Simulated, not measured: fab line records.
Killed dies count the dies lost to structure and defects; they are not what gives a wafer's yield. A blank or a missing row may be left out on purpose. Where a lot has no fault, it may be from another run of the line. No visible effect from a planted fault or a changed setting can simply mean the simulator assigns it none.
Chamber matching	flow nand_harc	NHARC_A_CHANNEL_FILL_D1_ALD_16 on ald_hk-04: 4 sister chambers
The step deposits SiO2, target thk 1.5 nm, pulse time 10 s, ald cycles 15. 4 wafers are shown with their chamber, then 11 later ones without.

## WAFERS PAIRED WITH THEIR CHAMBERS
wafer	chamber	heater_power_w (W)
L081.5	3	460
L087.5	0	482
L087.6	1	477
L093.3	2	494

## WAFERS WITH NO CHAMBER GIVEN
wafer	heater_power_w (W)
L093.5	479
L093.6	497
L091.3	479
L091.4	460
L091.5	483
L092.3	479
L092.4	466
L092.6	497
L094.2	487
L094.3	487
L094.4	457

## CHAMBER TAKEN BY EACH
wafer	from the rows above	in truth
L093.5	can't be placed: 1 or 0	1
L093.6	2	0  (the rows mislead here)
L091.3	can't be placed: 1 or 0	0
L091.4	3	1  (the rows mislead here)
L091.5	can't be placed: 0 or 1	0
L092.3	can't be placed: 1 or 0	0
L092.4	can't be placed: 3 or 1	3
L092.6	2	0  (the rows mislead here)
L094.2	can't be placed: 0 or 2 or 1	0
L094.3	can't be placed: 0 or 2 or 1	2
L094.4	3	3
1 of 11 placed correctly. Unplaceable from these rows: 7, with the true chamber sitting among the candidates in 7. Placed wrongly: 3.
How it was worked out, from the rows above alone: a wafer's distance from a chamber is the root of the sum, over the readings, of the square of ((its reading less the chamber's mean) divided by the reading's scatter). If the next closest chamber is less than 2 further off than the closest, the wafer can't be placed; otherwise it belongs to the closest. For every chamber, the mean is computed from those of its wafers that are shown. The scatter (one wafer shown for each chamber): square how far every hidden wafer sits from the nearest shown wafer, average those squares and take the square root.
